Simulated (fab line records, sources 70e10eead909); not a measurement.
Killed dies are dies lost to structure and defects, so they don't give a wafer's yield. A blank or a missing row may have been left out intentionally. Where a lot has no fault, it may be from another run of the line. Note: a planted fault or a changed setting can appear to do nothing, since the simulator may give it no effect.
Which of the tools did it? + flow nandHarc + 14 lots with 42 wafers sampled at 5 steps, on a route of 1159 steps

== WHAT THE GAUGES READ, wafer by wafer ==
NHARC_END_SORT_01. Usual: killedAtArray 30, standard deviation 10; killedAtOther 0.5, standard deviation 0.82; killedAtPeriphery 2.9, standard deviation 2; killedDies 34, standard deviation 11; killedOpen 3.2, standard deviation 1.8; killedShort 2.0, standard deviation 1.4.
| lot  | measured     | on        | killedAtArray | killedAtOther | killedAtPeriphery | killedDies | killedOpen | killedShort | flag |
|------|--------------|-----------|---------------|---------------|-------------------|------------|------------|-------------|------|
| L440 | day 21 01:56 | prober-02 | 33 33 37      | 0 0 0         | 3 0 4             | 36 33 41   | 3 3 4      | 1 1 0       |      |
| L441 | day 21 22:35 | prober-02 | 31 32 28      | 2 2 1         | 0 0 3             | 33 34 32   | 4 3 3      | 1 0 1       |      |
| L449 | day 24 08:30 | prober-02 | 98 90 105     | 1 3 1         | 2 2 3             | 101 95 109 | 2 3 5      | 1 4 5       | OFF  |
| L450 | day 24 15:31 | prober-02 | 89 100 107    | 0 0 1         | 6 4 2             | 95 104 110 | 5 1 6      | 3 2 1       | OFF  |

== WHAT TOOL EACH LOT RAN ON (gives the tool, then ch and the chambers of the sampled wafers, and finally the start) ==
| lot  | NHARC_A_WL_FILL_ETCHBACK_17      | NHARC_THIN_TSV_ETCHBACK_48        | NHARC_THIN_TSV_PVD_19                  | NHARC_THIN_TSV_DEGAS_53     |
|------|----------------------------------|-----------------------------------|----------------------------------------|-----------------------------|
| L433 | rieMetal-02 ch 0,1, day 15 03:44 | rieDiel-13 ch 0,1,3, day 19 08:04 | pvdSputter-01, day 19 10:35 or earlier | pvdSputter-01, day 19 10:35 |
| L434 | rieMetal-02 ch 0,1, day 15 23:18 | rieDiel-13 ch 0,2, day 19 08:40   | pvdSputter-01, day 19 11:14 or earlier | pvdSputter-02, day 19 11:14 |
| L436 | rieMetal-03 ch 0,1, day 15 23:22 | rieDiel-08 ch 0,1,2, day 19 10:04 | pvdSputter-02, day 19 12:31 or earlier | pvdSputter-03, day 19 12:31 |
| L435 | rieMetal-03 ch 0, day 16 07:44   | rieDiel-13 ch 1,3, day 19 12:34   | pvdSputter-03, day 19 15:40 or earlier | pvdSputter-01, day 19 15:40 |
| L437 | rieMetal-03 ch 0,1, day 16 16:22 | rieDiel-13 ch 0,1,3, day 20 04:59 | pvdSputter-02, day 20 08:05 or earlier | pvdSputter-01, day 20 08:05 |
| L438 | rieMetal-01 ch 0,1, day 16 16:25 | rieDiel-02 ch 0,1,2, day 20 06:07 | pvdSputter-01, day 20 08:43 or earlier | pvdSputter-02, day 20 08:43 |
| L440 | rieMetal-03 ch 1, day 17 10:58   | rieDiel-13 ch 0,2,3, day 20 11:05 | pvdSputter-01, day 20 13:35 or earlier | pvdSputter-03, day 20 13:35 |
| L441 | rieMetal-01 ch 0,1, day 18 03:41 | rieDiel-02 ch 1,2,3, day 21 10:53 | pvdSputter-02, day 21 13:33 or earlier | pvdSputter-03, day 21 13:33 |
| L443 | rieMetal-02 ch 0,1, day 18 05:38 | rieDiel-13 ch 0,1,2, day 21 09:50 | pvdSputter-01, day 21 12:17 or earlier | pvdSputter-03, day 21 12:17 |
| L442 | rieMetal-03 ch 0, day 19 01:55   | rieDiel-13 ch 1,2,3, day 21 23:08 | pvdSputter-02, day 22 01:44 or earlier | pvdSputter-02, day 22 01:44 |
| L449 | rieMetal-03 ch 0,1, day 19 09:26 | rieDiel-02 ch 1,2, day 23 11:36   | pvdSputter-02, day 23 14:25 or earlier | pvdSputter-03, day 23 14:25 |
| L451 | rieMetal-01 ch 0,1, day 19 09:28 | rieDiel-13 ch 0,1,3, day 23 08:59 | pvdSputter-02, day 23 11:37 or earlier | pvdSputter-03, day 23 11:37 |
| L450 | rieMetal-03 ch 0,1, day 19 18:15 | rieDiel-13 ch 0,1,3, day 23 15:36 | pvdSputter-02, day 23 20:05 or earlier | pvdSputter-01, day 23 20:05 |
| L454 | rieMetal-02 ch 0,1, day 20 17:23 | rieDiel-02 ch 2,3, day 24 01:44   | pvdSputter-01, day 24 04:20 or earlier | pvdSputter-01, day 24 04:20 |
- NHARC_A_WL_FILL_ETCHBACK_17: etches the open film in Cl2/BCl3, target depth 4 nm, time 26.7 s.
- NHARC_THIN_TSV_ETCHBACK_48: etches the open film in C4F8/Ar, target depth 1028.5 nm, time 405.17 s.
- NHARC_THIN_TSV_PVD_19: deposits TaN, target thk 20 nm.
- NHARC_THIN_TSV_DEGAS_53: time 60 s.

== AS READ BY THE TOOLS THEMSELVES (means over the sampled wafers that have a number; for cases with no such wafer, the mark the record gives instead) ==
NHARC_A_WL_FILL_ETCHBACK_17. Usual: drypumpMotorCurrentA 5.99 A, standard deviation 0.28; oesProductAu 0.998 a.u., standard deviation 0.011.
| lot  | tool        | drypumpMotorCurrentA (A) | oesProductAu (a.u.) | flag |
|------|-------------|--------------------------|---------------------|------|
| L433 | rieMetal-02 | 5.67                     | 0.978               |      |
| L434 | rieMetal-02 | 5.69                     | 0.994               |      |
| L436 | rieMetal-03 | 6.10                     | 1.008               |      |
| L435 | rieMetal-03 | 5.92                     | 1.010               |      |
| L437 | rieMetal-03 | 6.01                     | 1.013               |      |
| L438 | rieMetal-01 | 6.12                     | 1.003               |      |
| L440 | rieMetal-03 | 6.18                     | 1.002               |      |
| L441 | rieMetal-01 | 6.13                     | 1.003               |      |
| L443 | rieMetal-02 | 5.67                     | 0.987               |      |
| L442 | rieMetal-03 | 5.92                     | 0.995               |      |
| L449 | rieMetal-03 | 6.01                     | 0.996               |      |
| L451 | rieMetal-01 | 6.32                     | 0.989               |      |
| L450 | rieMetal-03 | 6.08                     | 1.007               |      |
| L454 | rieMetal-02 | 5.68                     | 1.003               |      |

NHARC_THIN_TSV_ETCHBACK_48. Usual: oesProductAu 0.96 a.u., standard deviation 0.034; rfVppV 547 V, standard deviation 3.4.
| lot  | tool       | oesProductAu (a.u.) | rfVppV (V) | flag |
|------|------------|---------------------|------------|------|
| L433 | rieDiel-13 | 0.98                | 547        |      |
| L434 | rieDiel-13 | 1.00                | 541        |      |
| L436 | rieDiel-08 | 0.93                | 547        |      |
| L435 | rieDiel-13 | 0.97                | 549        |      |
| L437 | rieDiel-13 | 0.92                | 547        |      |
| L438 | rieDiel-02 | 0.99                | 549        |      |
| L440 | rieDiel-13 | 0.94                | 544        |      |
| L441 | rieDiel-02 | 0.93                | 549        |      |
| L443 | rieDiel-13 | 1.00                | 545        |      |
| L442 | rieDiel-13 | 0.98                | 547        |      |
| L449 | rieDiel-02 | 0.93                | 550        |      |
| L451 | rieDiel-13 | 0.99                | 546        |      |
| L450 | rieDiel-13 | 0.92                | 547        |      |
| L454 | rieDiel-02 | 0.93                | 551        |      |

NHARC_THIN_TSV_PVD_19. Usual: throttleValvePct at 29.6 %, with a standard deviation of 1.4.
| lot  | tool          | throttleValvePct (%) | flag |
|------|---------------|----------------------|------|
| L433 | pvdSputter-01 | 28.9                 |      |
| L434 | pvdSputter-01 | 28.2                 |      |
| L436 | pvdSputter-02 | 29.8                 |      |
| L435 | pvdSputter-03 | 30.4                 |      |
| L437 | pvdSputter-02 | 29.9                 |      |
| L438 | pvdSputter-01 | 29.5                 |      |
| L440 | pvdSputter-01 | 29.9                 |      |
| L441 | pvdSputter-02 | 28.3                 |      |
| L443 | pvdSputter-01 | 29.7                 |      |
| L442 | pvdSputter-02 | 30.7                 |      |
| L449 | pvdSputter-02 | 29.1                 |      |
| L451 | pvdSputter-02 | 29.0                 |      |
| L450 | pvdSputter-02 | 29.7                 |      |
| L454 | pvdSputter-01 | 28.9                 |      |

NHARC_THIN_TSV_DEGAS_53. Usual: heaterPowerW at 457 W, with a standard deviation of 40.
| lot  | tool          | heaterPowerW (W) | flag |
|------|---------------|------------------|------|
| L433 | pvdSputter-01 | 444              |      |
| L434 | pvdSputter-02 | 465              |      |
| L436 | pvdSputter-03 | 440              |      |
| L435 | pvdSputter-01 | 433              |      |
| L437 | pvdSputter-01 | 442              |      |
| L438 | pvdSputter-02 | 458              |      |
| L440 | pvdSputter-03 | 534              |      |
| L441 | pvdSputter-03 | 499              |      |
| L443 | pvdSputter-03 | 501              |      |
| L442 | pvdSputter-02 | 462              |      |
| L449 | pvdSputter-03 | 500              |      |
| L451 | pvdSputter-03 | 499              |      |
| L450 | pvdSputter-01 | 424              |      |
| L454 | pvdSputter-01 | 438              |      |

== THE ANSWER, worked out from the rows above alone ==
Rule: take the mean of a lot's wafers that have a number; if it is more than 3 standard deviations from the usual mean, the lot is off. A lot without any number at a reading at which 4 lots or more have one is off too. Where the step has rows for the other lots, those lots are counted as sound. First the gauges in route order, then the tools' own readings, where a lot's mean is used as printed above. The first step at which some lot is off is used, and at that step the reading that is off furthest; a lot without a number counts as furthest.
Off, at NHARC_END_SORT_01 on killedAtArray: L449, L450. Neither off nor sound, because the step has no rows for them: L433, L434, L436, L435, L437, L438, L443, L442, L451, L454.
A tool fits if, at a process step before that reading, it ran every lot that is off, and no sound lot after the first of them. Gauges at NHARC_END_SORT_01: tried the same way as those tools. Because NHARC_THIN_TSV_PVD_19 lacks a start for some lots, the hours and order of its lots are taken from NHARC_THIN_TSV_DEGAS_53. Can't be told from this: 3 tools fit, rieMetal-03 at NHARC_A_WL_FILL_ETCHBACK_17, pvdSputter-02 at NHARC_THIN_TSV_PVD_19, prober-02 at NHARC_END_SORT_01.

== WHAT HAD BEEN PUT IN BY THE SIMULATOR ==
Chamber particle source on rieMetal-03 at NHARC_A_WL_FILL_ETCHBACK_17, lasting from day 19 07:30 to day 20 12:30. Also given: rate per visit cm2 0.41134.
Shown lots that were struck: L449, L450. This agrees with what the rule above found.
